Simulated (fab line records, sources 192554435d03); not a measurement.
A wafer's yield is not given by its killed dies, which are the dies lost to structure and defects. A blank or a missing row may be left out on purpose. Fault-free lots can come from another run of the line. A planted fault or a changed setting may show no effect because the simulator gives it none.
Lot-split experiment    flow n5_finfet    on a route of 1938 steps: 7 lots, 21 wafers read

THE SPLIT ITSELF
At N5_FIN_CUT_CUT_ETCH_26 (etches SiNx in CH3F/O2, target depth 39 nm, time 55.7 s), the setting time_s was moved away from the recipe's 55.7 s on 4 of the 21 wafers read, by -22.4% to -8.9%. The other wafers ran this setting at the recipe's value.

FROM THE SPLIT TO THE READING: what the file shows between them, 2 steps
- N5_FIN_CUT_CUT_ETCH_27: etches SiO2 in CHF3/O2, target depth 4 nm, overetch 2 nm, time 4.9 s
- N5_FIN_CUT_PRECLEAN_35: cleans in vHF, time 13.3 s

THE READING
SOC_of_FIN_CUT_COAT_18.thk_nm (the simulator's own value, which no gauge read), in nm, at N5_FIN_CUT_CUT_ETCH_15 (etches Si in HBr/Cl2/O2, target depth 100 nm, bt time 10 s, time 42.4 s). There is no usual value for it anywhere in the file. Here, 17 wafers ran the recipe; their average is 170.7 nm with a standard deviation of 0.88 nm.

wafer   tool, chamber at the split  time_s as run, s  against the recipe  SOC_of_FIN_CUT_COAT_18.thk_nm, nm  against lot-mates on the recipe
L082.1  rie_diel-04, 2              55.7              recipe              172                                -
L082.4  rie_diel-04, 0              55.7              recipe              172                                -
L082.5  rie_diel-04, 1              55.7              recipe              170.8                              -
L083.1  rie_diel-02, 0              55.7              recipe              170.4                              -
L083.3  rie_diel-02, 1              46.7              -16.2%              173.8                              +3.2
L083.4  rie_diel-02, 3              55.7              recipe              170.8                              -
L084.1  rie_diel-04, 2              55.7              recipe              171                                -
L084.2  rie_diel-04, 3              50.74             -8.9%               171.8                              +1.3
L084.6  rie_diel-04, 1              55.7              recipe              170                                -
L085.1  rie_diel-02, 1              55.7              recipe              170.4                              -
L085.2  rie_diel-02, 0              55.7              recipe              171.2                              -
L085.4  rie_diel-02, 2              45.56             -18.2%              173.2                              +2.4
L087.1  rie_diel-04, 1              43.23             -22.4%              174.8                              +4.8
L087.2  rie_diel-04, 3              55.7              recipe              170.6                              -
L087.5  rie_diel-04, 3              55.7              recipe              169.4                              -
L095.1  rie_diel-02, 3              55.7              recipe              170.2                              -
L095.3  rie_diel-02, 2              55.7              recipe              171                                -
L095.6  rie_diel-02, 0              55.7              recipe              172                                -
L097.1  rie_diel-05, 3              55.7              recipe              168.8                              -
L097.2  rie_diel-05, 2              55.7              recipe              171.6                              -
L097.4  rie_diel-05, 2              55.7              recipe              170                                -

FIT RESULTS
A straight line over all 21 wafers: SOC_of_FIN_CUT_COAT_18.thk_nm changes by -0.168 nm for each +1% of time_s; r = -0.82; the points scatter about the line by 0.85 nm.
The same after taking each lot's own level away (the mean of its wafers on the recipe; 21 wafers): -0.184 nm for each +1%; r = -0.88; scatter 0.71 nm.
That fit puts the effect of the largest move of time_s on the reading at 4.1 nm.
The lots' own levels span 170.00 to 171.60 nm, that is 1.8 times the standard deviation above.
So the lot-to-lot level changes the slope little: the two slopes agree.
Check: with one of the wafers moved furthest among these (-22.4%) left out of the fit, the line predicts +3.56 nm for it against its lot-mates. It came out at +4.8 nm against them.

ADDITIONAL SPLITS CARRIED BY THESE WAFERS
Before the reading, these wafers also passed through other splits. Each is held against what the fit with the lots' levels taken away leaves over:
other split on the same wafers             wafers away from the commonest value  r with SOC_of_FIN_CUT_COAT_18.thk_nm (lot level and that fit taken away)
N5_PMOS_HMC_CHANNEL_EPI_PEB_07 peb_time_s  9                                     -0.28
N5_FIN_SAQP_ETCH_65 time_s                 6                                     -0.01

THE WHOLE CHAIN: every reading that the file lists as answering this split, in the file's order
step                    what it does                                                             reading                                                                         change (the file's fit)                r (the file's)
N5_FIN_CUT_CUT_ETCH_26  etches SiNx in CH3F/O2, target depth 39 nm, time 55.7 s                  etch.depth_nm (the simulator's own value, which no gauge read)                  +0.372 nm for each +1% of the setting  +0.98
N5_FIN_CUT_CUT_ETCH_26  etches SiNx in CH3F/O2, target depth 39 nm, time 55.7 s                  SOC_of_FIN_CUT_COAT_18.thk_nm (the simulator's own value, which no gauge read)  -0.194 nm for each +1% of the setting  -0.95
N5_FIN_CUT_CUT_ETCH_15  etches Si in HBr/Cl2/O2, target depth 100 nm, bt time 10 s, time 42.4 s  SOC_of_FIN_CUT_COAT_18.thk_nm (the simulator's own value, which no gauge read)  -0.183 nm for each +1% of the setting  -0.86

FILE'S OWN FIT
SOC_of_FIN_CUT_COAT_18.thk_nm changes by -0.183 nm for each +1% of time_s, r = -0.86.
